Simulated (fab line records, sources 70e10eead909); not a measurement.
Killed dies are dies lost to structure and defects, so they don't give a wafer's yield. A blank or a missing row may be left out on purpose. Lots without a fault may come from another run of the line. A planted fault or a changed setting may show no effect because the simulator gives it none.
Chamber matching | flow nand_harc | NHARC_P_M2_PRE_CLEAN_32 on pecvd-01: 3 sister chambers
The step time 12 s. 20 wafers are shown with their chamber, then 10 later ones without.

WAFERS WITH THEIR CHAMBER
wafer  | chamber | heater_power_w (W)
L077.1 | 2       | 518
L077.5 | 0       | 612
L077.6 | 1       | 674
L081.1 | 2       | 528
L081.3 | 1       | 630
L081.6 | 2       | 527
L083.1 | 1       | 601
L083.5 | 1       | 605
L083.6 | 0       | 569
L084.2 | 0       | 539
L084.3 | 2       | 514
L084.5 | 0       | 530
L086.1 | 1       | 644
L086.2 | 2       | 494
L086.3 | 0       | 593
L091.1 | 0       | 612
L091.2 | 1       | 659
L091.5 | 1       | 659
L095.1 | 1       | 665
L095.2 | 2       | 530

SIGNATURES (means of the wafers above)
reading        | chamber 0 | chamber 1 | chamber 2 | scatter within a chamber
heater_power_w | 575.83    | 642.12    | 518.50    | 27.3
Rule: a wafer's distance from a chamber is the root of the sum, over the readings, of the square of ((its reading less the chamber's mean) divided by the reading's scatter). The wafer belongs to the nearest chamber; if the next one is less than 2 further off, it can't be placed. The scatter: the root of (the sum of the squares of (reading less its chamber's mean) over the shown wafers, divided by (wafers less chambers)).

WAFERS WITHOUT THEIR CHAMBER
wafer  | heater_power_w (W)
L095.5 | 639
L094.1 | 650
L094.4 | 639
L094.6 | 495
L096.1 | 494
L096.3 | 625
L096.6 | 624
L097.1 | 550
L097.2 | 607
L097.4 | 610

WHICH CHAMBER EACH WENT THROUGH
wafer  | from the rows above     | in truth
L095.5 | 1                       | 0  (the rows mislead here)
L094.1 | 1                       | 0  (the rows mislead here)
L094.4 | 1                       | 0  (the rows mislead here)
L094.6 | 2                       | 2
L096.1 | 2                       | 2
L096.3 | can't be placed: 1 or 0 | 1
L096.6 | can't be placed: 1 or 0 | 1
L097.1 | can't be placed: 0 or 2 | 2
L097.2 | can't be placed: 0 or 1 | 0
L097.4 | can't be placed: 1 or 0 | 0
Placed correctly: 2 of 10. Can't be placed from these rows: 5 (the true chamber is among the candidates in 5). Placed wrongly: 3.
